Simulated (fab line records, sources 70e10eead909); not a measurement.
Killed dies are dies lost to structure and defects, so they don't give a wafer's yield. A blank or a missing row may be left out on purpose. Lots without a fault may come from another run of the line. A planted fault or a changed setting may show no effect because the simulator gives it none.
Chamber matching | flow nand_harc | NHARC_A_STAIRCASE_CMP_450 on cmp-04: 4 sister chambers
The step polishes SiO2, target thk 200 nm. 8 wafers are shown with their chamber, then 9 later ones without.

WAFERS WITH THEIR CHAMBER
wafer  | chamber | motor_current_A (A) | slurry_filter_dp_kPa (kPa)
L082.4 | 2       | 12.4                | 13.36
L084.6 | 0       | 10.3                | 13.38
L085.1 | 0       | 10.8                | 13.27
L085.2 | 3       | 10.2                | 13.44
L085.3 | 1       | 12.1                | 13.53
L087.1 | 2       | 12.1                | 13.80
L087.4 | 1       | 12.4                | 13.55
L087.6 | 3       | 10.1                | 13.45

WAFERS WITHOUT THEIR CHAMBER
wafer  | motor_current_A (A) | slurry_filter_dp_kPa (kPa)
L086.1 | 11.8                | 13.84
L086.2 | 11.6                | 13.52
L086.6 | 12.2                | 13.30
L094.2 | 10.5                | 13.55
L094.3 | 11.7                | 13.53
L094.5 | 10.3                | 13.62
L095.1 | 12.2                | 13.44
L095.3 | 11.0                | 13.60
L095.5 | 12.4                | 13.33

WHICH CHAMBER EACH WENT THROUGH
wafer  | from the rows above          | in truth
L086.1 | can't be placed: 2 or 1      | 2
L086.2 | can't be placed: 1 or 2 or 0 | 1
L086.6 | can't be placed: 1 or 2      | 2
L094.2 | can't be placed: 0 or 3      | 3
L094.3 | can't be placed: 1 or 2      | 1
L094.5 | can't be placed: 3 or 0      | 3
L095.1 | can't be placed: 1 or 2      | 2
L095.3 | can't be placed: 0 or 3      | 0
L095.5 | can't be placed: 1 or 2      | 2
Placed correctly: 0 of 9. Can't be placed from these rows: 9 (the true chamber is among the candidates in 9). Placed wrongly: 0.
How it was worked out, from the rows above alone: a wafer's distance from a chamber is the root of the sum, over the readings, of the square of ((its reading less the chamber's mean) divided by the reading's scatter). The wafer belongs to the nearest chamber; if the next one is less than 2 further off, it can't be placed. A chamber's mean is the mean of its shown wafers. The scatter: the root of (the sum of the squares of (reading less its chamber's mean) over the shown wafers, divided by (wafers less chambers)).
